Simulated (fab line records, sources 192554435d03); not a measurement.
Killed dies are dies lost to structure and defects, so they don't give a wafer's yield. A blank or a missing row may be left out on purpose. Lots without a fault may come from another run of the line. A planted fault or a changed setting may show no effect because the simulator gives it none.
Chamber matching | flow n5_finfet | N5_BEOL_M0_DEP_125 on pecvd-01: 3 sister chambers
The step deposits SiCN from 3MS/NH3, target thk 8 nm, time 14 s. 14 wafers are shown with their chamber, then 7 later ones without.

WAFERS WITH THEIR CHAMBER
wafer  | chamber | throttle_valve_pct (%) | showerhead_plenum_p_Torr (Torr)
L074.1 | 2       | 8.2                    | 3.657
L074.4 | 1       | 10.4                   | 3.693
L074.6 | 0       | 8.6                    | 3.674
L075.1 | 1       | 10.7                   | 3.683
L075.2 | 0       | 8.7                    | 3.675
L075.6 | 1       | 10.3                   | 3.678
L078.1 | 2       | 8.2                    | 3.649
L078.4 | 0       | 8.4                    | 3.670
L078.6 | 0       | 8.5                    | 3.660
L080.1 | 2       | 8.4                    | 3.656
L080.5 | 2       | 8.4                    | 3.645
L080.6 | 1       | 10.2                   | 3.685
L093.1 | 2       | 8.5                    | 3.666
L093.2 | 1       | 10.1                   | 3.670

SIGNATURES (means of the wafers above)
reading                  | chamber 0 | chamber 1 | chamber 2 | scatter within a chamber
throttle_valve_pct       | 8.550     | 10.340    | 8.340     | 0.174
showerhead_plenum_p_Torr | 3.66975   | 3.68180   | 3.65460   | 0.00794
Rule: a wafer's distance from a chamber is the root of the sum, over the readings, of the square of ((its reading less the chamber's mean) divided by the reading's scatter). The wafer belongs to the nearest chamber; if the next one is less than 2 further off, it can't be placed. The scatter: the root of (the sum of the squares of (reading less its chamber's mean) over the shown wafers, divided by (wafers less chambers)).

WAFERS WITHOUT THEIR CHAMBER
wafer  | throttle_valve_pct (%) | showerhead_plenum_p_Torr (Torr)
L093.4 | 10.6                   | 3.671
L092.1 | 10.3                   | 3.679
L092.4 | 10.2                   | 3.683
L092.5 | 8.5                    | 3.657
L097.2 | 8.4                    | 3.674
L097.4 | 10.2                   | 3.678
L097.6 | 8.3                    | 3.670

WHICH CHAMBER EACH WENT THROUGH
wafer  | from the rows above     | in truth
L093.4 | 1                       | 1
L092.1 | 1                       | 1
L092.4 | 1                       | 1
L092.5 | can't be placed: 2 or 0 | 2
L097.2 | can't be placed: 0 or 2 | 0
L097.4 | 1                       | 1
L097.6 | can't be placed: 0 or 2 | 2
Placed correctly: 4 of 7. Can't be placed from these rows: 3 (the true chamber is among the candidates in 3). Placed wrongly: 0.
